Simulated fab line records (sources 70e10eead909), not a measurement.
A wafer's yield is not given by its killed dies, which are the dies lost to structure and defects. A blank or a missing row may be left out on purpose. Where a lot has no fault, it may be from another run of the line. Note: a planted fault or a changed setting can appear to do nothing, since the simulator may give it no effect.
Matching of chambers | flow nand-harc | NHARC_A_STAIRCASE_DESCUM_312 on rie-diel-11: 4 sister chambers
The step chemistry O2, time 3 s. 20 wafers are shown with their chamber, then 10 later ones without.

EACH WAFER AND ITS CHAMBER
wafer  | chamber | showerhead-plenum-p-Torr (Torr) | drypump-motor-current-A (A) | oes-product-au (a.u.)
L074.2 | 3       | 1.88                            | 5.90                        | 0.990
L074.5 | 3       | 1.88                            | 5.89                        | 0.993
L074.6 | 2       | 1.86                            | 5.95                        | 0.999
L080.1 | 3       | 1.88                            | 5.95                        | 1.003
L080.2 | 2       | 1.85                            | 5.98                        | 0.986
L080.5 | 0       | 2.07                            | 6.19                        | 0.997
L081.3 | 3       | 1.87                            | 5.88                        | 0.995
L081.5 | 3       | 1.87                            | 5.91                        | 1.002
L081.6 | 0       | 2.07                            | 6.23                        | 0.984
L081.1 | 0       | 2.07                            | 6.23                        | 0.996
L081.2 | 2       | 1.85                            | 5.91                        | 1.006
L081.4 | 1       | 1.94                            | 5.48                        | 0.989
L085.1 | 3       | 1.87                            | 5.90                        | 0.998
L085.2 | 2       | 1.85                            | 5.92                        | 0.992
L085.6 | 1       | 1.93                            | 5.48                        | 0.986
L088.1 | 0       | 2.07                            | 6.20                        | 0.988
L088.3 | 2       | 1.84                            | 5.91                        | 0.992
L088.6 | 3       | 1.87                            | 5.89                        | 0.995
L095.1 | 1       | 1.93                            | 5.47                        | 0.991
L095.4 | 2       | 1.84                            | 5.97                        | 0.988

SIGNATURES (means of the wafers above)
reading                  | chamber 0 | chamber 1 | chamber 2 | chamber 3 | scatter within a chamber
showerhead-plenum-p-Torr | 2.0700    | 1.9333    | 1.8483    | 1.8743    | 0.00571
drypump-motor-current-A  | 6.2125    | 5.4767    | 5.9400    | 5.9029    | 0.0241
oes-product-au           | 0.99125   | 0.98867   | 0.99383   | 0.99657   | 0.00582
Rule: for a wafer and a chamber, the distance is found by dividing, reading by reading, the gap between the wafer's reading and the chamber's mean by the reading's scatter, squaring, summing and taking the root. If the next closest chamber is less than 2 further off than the closest, the wafer can't be placed; otherwise it belongs to the closest. The scatter is the square root of a quotient: the sum, over the shown wafers, of each reading's squared deviation from its chamber's mean, divided by wafers minus chambers.

WAFERS WITHOUT THEIR CHAMBER
wafer  | showerhead-plenum-p-Torr (Torr) | drypump-motor-current-A (A) | oes-product-au (a.u.)
L095.5 | 1.84                            | 5.92                        | 1.000
L095.2 | 1.86                            | 5.90                        | 1.003
L095.3 | 2.06                            | 6.20                        | 1.001
L095.6 | 1.93                            | 5.49                        | 0.989
L096.1 | 2.06                            | 6.22                        | 0.994
L096.4 | 1.83                            | 5.94                        | 1.004
L096.6 | 1.86                            | 5.88                        | 0.997
L096.2 | 1.86                            | 5.88                        | 1.000
L096.3 | 1.93                            | 5.48                        | 0.992
L096.5 | 1.83                            | 5.94                        | 1.001

CHAMBER TAKEN BY EACH
wafer  | from the rows above     | in truth
L095.5 | 2                       | 2
L095.2 | can't be placed: 3 or 2 | 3
L095.3 | 0                       | 0
L095.6 | 1                       | 1
L096.1 | 0                       | 0
L096.4 | 2                       | 2
L096.6 | can't be placed: 3 or 2 | 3
L096.2 | can't be placed: 3 or 2 | 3
L096.3 | 1                       | 1
L096.5 | 2                       | 2
Correct placement for 7 of the 10. From these rows, 3 cannot be placed; in 3 the true chamber is one of the candidates. 0 placed wrongly.
